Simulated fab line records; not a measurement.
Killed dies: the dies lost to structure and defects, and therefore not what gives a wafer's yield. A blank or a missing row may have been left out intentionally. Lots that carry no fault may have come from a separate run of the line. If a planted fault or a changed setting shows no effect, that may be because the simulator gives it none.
Matching of chambers -- flow n5Finfet -- 3 sister chambers for N5_BEOL_M0_SAQP_ETCH_83 on rieDiel-06
The step etches SiARC in CF4, target depth 39 nm, time 65 s. 14 wafers are shown with their chamber, then 4 later ones without.

WAFERS, EACH WITH ITS CHAMBER
wafer,chamber,drypumpMotorCurrentA (A),etchRfOnTimeS (s),throttleValvePct (%)
L075.3,0,5.3,65.4,15.71
L075.4,3,5.3,63.4,15.93
L075.6,0,5.3,64.8,15.70
L076.1,0,5.4,65.1,15.72
L076.3,1,5.1,71.1,15.84
L076.6,1,5.1,70.8,15.84
L084.1,0,5.3,65.5,15.73
L084.3,3,5.3,63.2,15.98
L084.4,1,5.1,67.0,15.34
L085.3,3,5.3,63.0,15.98
L085.5,0,5.3,65.8,15.74
L085.6,1,5.1,66.6,15.36
L093.3,3,5.3,63.4,16.02
L093.4,3,5.3,62.9,16.02

SIGNATURES, as means of the wafers listed above
reading,chamber 0,chamber 1,chamber 3,scatter within a chamber
drypumpMotorCurrentA,5.320,5.100,5.300,0.027
etchRfOnTimeS,65.320,68.875,63.180,1.28
throttleValvePct,15.7200,15.5950,15.9860,0.15
Rule: a wafer's distance from a chamber is the root of the sum, over the readings, of the square of ((its reading less the chamber's mean) divided by the reading's scatter). If the next closest chamber is less than 2 further off than the closest, the wafer can't be placed; otherwise it belongs to the closest. The scatter: the root of (the sum of the squares of (reading less its chamber's mean) over the shown wafers, divided by (wafers less chambers)).

WAFERS WITH NO CHAMBER GIVEN
wafer,drypumpMotorCurrentA (A),etchRfOnTimeS (s),throttleValvePct (%)
L093.5,5.3,63.3,16.02
L095.5,5.3,65.9,15.78
L096.1,5.3,66.2,15.78
L096.3,5.3,62.6,16.03

WHICH CHAMBER EACH ONE RAN IN
wafer,from the rows above,in truth
L093.5,3,3
L095.5,can't be placed: 0 or 3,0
L096.1,can't be placed: 0 or 3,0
L096.3,3,3
Correct placement for 2 of the 4. Cannot be placed on the basis of these rows: 2; the candidates contain the true chamber in 2. Wrongly placed: 0.
